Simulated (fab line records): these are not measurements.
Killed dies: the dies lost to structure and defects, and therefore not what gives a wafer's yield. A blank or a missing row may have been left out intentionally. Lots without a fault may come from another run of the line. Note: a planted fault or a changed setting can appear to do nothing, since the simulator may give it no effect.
Chamber matching ; flow nand_harc ; NHARC_A_CONTACT_ETCH_90 on rie_diel-08: 4 sister chambers
The step etches the open film in CH3F/O2, target depth 40 nm, time 85.7 s. 4 wafers are shown with their chamber, then 7 later ones without.

== WAFERS PAIRED WITH THEIR CHAMBERS ==
wafer;chamber;showerhead_plenum_p_Torr (Torr)
L080.5;1;2.39
L080.6;2;2.65
L078.2;0;2.49
L078.4;3;2.52

== WAFERS WITHOUT THEIR CHAMBER ==
wafer;showerhead_plenum_p_Torr (Torr)
L078.5;2.52
L085.1;2.51
L085.3;2.64
L085.4;2.38
L097.1;2.50
L097.4;2.62
L097.6;2.48

== EACH ONE'S CHAMBER ==
wafer;from the rows above;in truth
L078.5;3;3
L085.1;can't be placed: 3 or 0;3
L085.3;2;2
L085.4;1;1
L097.1;can't be placed: 0 or 3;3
L097.4;2;2
L097.6;0;0
Placed correctly: 5 of 7. Unplaceable from these rows: 2, with the true chamber sitting among the candidates in 2. Number placed wrongly: 0.
How it was worked out, from the rows above alone: a wafer's distance from a chamber is the root of the sum, over the readings, of the square of ((its reading less the chamber's mean) divided by the reading's scatter). The wafer belongs to the nearest chamber; if the next one is less than 2 further off, it can't be placed. A chamber's mean is the mean of its shown wafers. The scatter: with one shown wafer a chamber, the root of the mean of the squares of how far each hidden wafer lies from its nearest shown one.
